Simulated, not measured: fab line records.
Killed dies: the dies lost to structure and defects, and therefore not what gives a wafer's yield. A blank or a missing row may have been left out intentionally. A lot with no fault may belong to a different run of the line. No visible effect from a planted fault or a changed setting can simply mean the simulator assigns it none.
Problem report, 8D (eight disciplines) form, completed by code || flow n5-finfet || the parts of the form that need people (team, actions taken, sign-off) are left out

## 1. PROBLEM STATEMENT
Wafers without a fault read 32, standard deviation 9.7; killed_at_M0_to_M3 at N5_PASSIVATION_PROBE_49 reads a mean of 118 on 6 wafers belonging to 2 lots. Relative to the usual mean, that is a shift of +8.9 standard deviations.
Earliest sighting: wafer L627.2 on prober-02 at day 17 10:42. Wafers with a number at this step in the record: 9, from 3 lots. Rule for "out" (also "out of limits"): further than 4 standard deviations from the usual mean. The other wafers with a number count as sound.

## 2. WHAT IT IS, WHAT IT ISN'T
{"question": "which readings at this step", "is": "killed_at_M0_to_M3, sort_bin_5_function", "is not": "killed_at_M4_up, killed-at-contacts, killed-at-front-end, killed-at-other, killed-open"}
{"question": "which lots", "is": "L626, L627", "is not": "L613"}
{"question": "which wafers of those lots", "is": "all that have a number", "is not": "-"}
{"question": "read on which tools", "is": "prober-02", "is not": "prober-01"}
{"question": "when", "is": "from day 17 10:42", "is not": "up to then (3 sound wafers)"}

## 3. SUSPECTS, AND WHAT RULES EACH OUT
Counting: a tool stays on the suspect list if, at a process step up to the reading, it processed all lots that are out and no sound lot following the first of them.
- rie-diel-06 at N5_BEOL_M2_ETCH_77 (etches underlayer in N2/H2, target depth 6.5 nm, time 5.2 s): kept. It ran every lot that is out, first L626 (day 10 15:41), and no sound lot after that.
- prober-02 at N5_PASSIVATION_PROBE_49: kept. It ran every lot that is out, first L627 (day 17 10:42), and no sound lot after that. Out on those wafers are its own readings of killed_at_M0_to_M3, sort_bin_5_function.
The count leaves prober-02 at N5_PASSIVATION_PROBE_49 and rie-diel-06 at N5_BEOL_M2_ETCH_77.

## 4. THE CAUSE (what the simulator had put in)
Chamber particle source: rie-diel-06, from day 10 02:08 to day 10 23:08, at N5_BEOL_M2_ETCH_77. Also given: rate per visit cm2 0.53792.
Counting left 2 suspects, and this tool is among them.

## 5. SEQUENCE OF EFFECTS, ordered by route
Each row: a reading whose mean over the struck wafers that have a number lies more than 3 standard deviations from the usual. Readings are gone through only where the record gives a usual standard deviation; hours: the median, over the lots, of the time from a lot's start at the first step in this table giving one to that lot's start at this step; sigmas: the change measured in usual standard deviations.
{"hours": 0, "step": "N5_PASSIVATION_PROBE_49", "reading": "defect-limited-yield", "usual": "91.1 %", "on struck wafers": 84.6, "change": -6.5, "sigmas": -5.0}
{"hours": 0, "step": "N5_PASSIVATION_PROBE_49", "reading": "killed_at_M0_to_M3", "usual": 32, "on struck wafers": 118, "change": "+86", "sigmas": "+8.9"}
{"hours": 0, "step": "N5_PASSIVATION_PROBE_49", "reading": "killed-dies", "usual": 104, "on struck wafers": 182, "change": "+78", "sigmas": "+4.9"}
{"hours": 0, "step": "N5_PASSIVATION_PROBE_49", "reading": "sort_bin_5_function", "usual": "5.1 %", "on struck wafers": 9.8, "change": "+4.7", "sigmas": "+5.5"}
{"hours": 0, "step": "N5_PASSIVATION_PROBE_49", "reading": "sort-n-pass", "usual": 1075, "on struck wafers": 998, "change": -77, "sigmas": -4.8}
{"hours": 0, "step": "N5_PASSIVATION_PROBE_49", "reading": "sort-yield-pct", "usual": "91.1 %", "on struck wafers": 84.6, "change": -6.5, "sigmas": -4.7}
It contains these process steps:
- N5_PASSIVATION_PROBE_49

## 6. HOW IT WOULD HAVE BEEN CAUGHT EARLIER
177 hours passed between the start of the fault at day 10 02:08 and the first reading out of limits in this record, taken at day 17 10:42.
Of the tool readings at N5_BEOL_M2_ETCH_77 for which the record gives a usual standard deviation, none was out on any struck wafer, so an alarm limit of 4 standard deviations on them would not have fired.
By day 17 10:42, every lot that is out (2) had started N5_BEOL_M2_ETCH_77 on rie-diel-06. Tool hold at that time: it would have spared none of them.
